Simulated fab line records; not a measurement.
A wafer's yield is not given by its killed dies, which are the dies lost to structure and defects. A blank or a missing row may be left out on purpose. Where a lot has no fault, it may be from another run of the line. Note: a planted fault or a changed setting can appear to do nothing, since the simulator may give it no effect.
A struck lot beside a sound one    flow n5_finfet    37 out of 1938 route steps
Sound: these wafers, L116.2, L116.4, L116.5. Struck: wafer L123.6 (left out: L123.2, L123.3 of the same lot, which were not struck); the cause appears at the end.
Each step with rows lists, per side, the tool, then ch with its chambers, then its first start. Under that, the readings that differ: sound wafers    struck wafers    difference of the means    sigmas: that difference in standard deviations of wafers without a fault.
alike: readings with means less than 2 such deviations apart, plus words and numbers identical on both sides. not compared: withheld readings, readings lacking a value on some wafer, bounds such as >300 that could conceal the same value, and numbers that have no deviation in the record and whose values overlap.
The two part at a step that has a row with sigmas, a row that says differs or no value, or rows on one side only. Numbers that have no deviation but don't overlap get no sigmas and don't part them. A reading that every wafer of one side lacks parts them only if that side has two wafers or more.

first, 9 steps without rows for these wafers: N5_BEOL_M4_ANNEAL_95 (time 240 s); N5_BEOL_M4_SPUTTER_96 (material Cu, target thk 4.5 nm, time 8.29 s); N5_BEOL_M4_ECD_50 (material Cu, target thk 300 nm); N5_BEOL_M4_ANNEAL_51 (time 90 s); N5_BEOL_M4_CMP_52 (polishes, stops on SiOC, t overpolish 6.8 s, target thk 40 nm); N5_BEOL_M4_PRE_CLEAN_60 (time 15 s); N5_BEOL_M4_CO_CAP_55 (material Co, precursor CCTBA/H2, target thk 2 nm, time 102.1 s); N5_BEOL_M4_PRE_CLEAN_56 (time 15 s); N5_BEOL_M4_DEP_57 (deposits SiCN from 3MS/NH3, target thk 8 nm, time 14 s).
N5_BEOL_M4_RC_MEAS_101:
  sound on prober-02 ch 0, day 8 08:02; struck on prober-01 ch 0, day 10 01:38
reading        sound           struck  difference  sigmas
SS_N (mV/dec)  70.4 71.2 71.4  72.2    +1.2        +2
  alike: DIBL_N, DIBL_P, IOFF_N, IOFF_P, ION_N, ION_P, SS_P, VT_N, VT_P
then, 24 steps without rows for these wafers: N5_BEOL_M5_ILD_DEP_00 (deposits SiCOH lowk from DEMS/porogen, target thk 140.64 nm, time 25.9 s); N5_BEOL_M5_CURE_79 (cures SiCOH lowk, time 240 s); N5_BEOL_M5_PECVD_70 (deposits SiO2 from TEOS/O2, target thk 16 nm, time 18 s); N5_BEOL_M5_HM_DEP_02 (deposits TiN, target thk 20 nm); N5_BEOL_M5_COAT_59 (time 60 s, resist thk 60 nm); N5_BEOL_M5_COAT_60 (time 60 s, resist thk 12 nm); N5_BEOL_M5_COAT_71 (time 60 s, resist thk 5 nm); N5_BEOL_M5_COAT_05 (resist thk 30 nm); N5_BEOL_M5_EBR_07; N5_BEOL_M5_SOFTBAKE_06 (time 60 s); N5_BEOL_M5_EXPOSE_08 (exposes mask M5, target cd 28 nm); N5_BEOL_M5_PEB_09 (peb time 60 s); N5_BEOL_M5_DEVELOP_10 (develop time 30 s); N5_BEOL_M5_DESCUM_16 (chemistry O2, time 7 s); N5_BEOL_M5_ETCH_72 (etches underlayer in N2/H2, target depth 6.5 nm, time 5.2 s); N5_BEOL_M5_ETCH_61 (etches SiARC in CF4, target depth 15.6 nm, time 26 s); N5_BEOL_M5_ETCH_62 (etches SOC in N2/H2, target depth 75 nm, overetch 15 nm, time 112.5 s); N5_BEOL_M5_STRIP_63 (strips in N2/H2); N5_BEOL_M5_STRIP_73 (strips in N2/H2); N5_BEOL_M5_STRIP_64 (strips in CF4); N5_BEOL_M5_HM_OPEN_17 (chemistry Cl2/BCl3, target TiN, target depth 20 nm, overetch 6 nm); N5_BEOL_M5_STRIP_19 (strips in O2); N5_BEOL_M5_COAT_65 (time 60 s, resist thk 60 nm); N5_BEOL_M5_COAT_66 (time 60 s, resist thk 12 nm).
-- here the record skips 3 days between the struck wafers' starts before and after, leaving off in module BEOL_M5 and picking up in module BEOL_M11 (first step shown: number 1590 of the route) --
N5_BEOL_M11_ALD_74: deposits TaN, target thk 2 nm, pulse time 2 s, purge time 3 s.
  sound on ald_metal-02 ch 0,2,3, day 11 02:29; struck on ald_metal-02 ch 0, day 12 18:33
reading                                   sound     struck  difference  sigmas
ald_cycles                                40 40 40  13      -27         
model.TaN_of_BEOL_M11_ALD_74.thk_nm (nm)  2 2 2     0.6     -1.4        
  alike: heater_power_w
N5_BEOL_M15_RC_MEAS_101:
  sound on prober-01 ch 0, day 12 08:46; struck on prober-01 ch 0, day 14 04:56
reading                  sound                    struck    difference  sigmas
COMB_M11 (S/m)           1.1e-11 1.1e-11 1.2e-11  6.94e-10  +6.83e-10   +99 or more
COMB_M11_max_site (S/m)  1.4e-11 1.6e-11 1.7e-11  9.9e-10   +9.7e-10    +99 or more
COMB_M14 (S/m)           4.7e-12 2.9e-12 3.5e-12  5.5e-12   +1.8e-12    +3
SERP_M11 (ohm/um)        3.12 3.06 3.17           2.92      -0.20       -3
  alike: COMB_M10, COMB_M12, COMB_M13, COMB_M15, COMB_M5, COMB_M6, COMB_M7, COMB_M8, COMB_M9, SERP_M10, SERP_M12, SERP_M13, SERP_M13_max_site, SERP_M14, SERP_M5, SERP_M6, SERP_M7, SERP_M8, SERP_M9
N5_PASSIVATION_PROBE_49:
  sound: prober-02 at day 13 00:20; struck: prober-02 at day 14 19:07
reading                 sound     struck  difference  sigmas
killed_at_M4_up         12 13 15  50      +37         +6
sort_bin_4_leakage (%)  0 0 0     3.05    +3.05       
  alike: defect_limited_yield, killed_at_M0_to_M3, killed_at_contacts, killed_at_front_end, killed_at_other, killed_dies, killed_open, killed_short, sort_bin_5_function, sort_bin_6_memory, sort_n_pass, sort_yield_pct

## WHERE THEY PART
First at N5_BEOL_M4_RC_MEAS_101; last, within this record, at N5_PASSIVATION_PROBE_49.

WHY: what had been put in by the simulator
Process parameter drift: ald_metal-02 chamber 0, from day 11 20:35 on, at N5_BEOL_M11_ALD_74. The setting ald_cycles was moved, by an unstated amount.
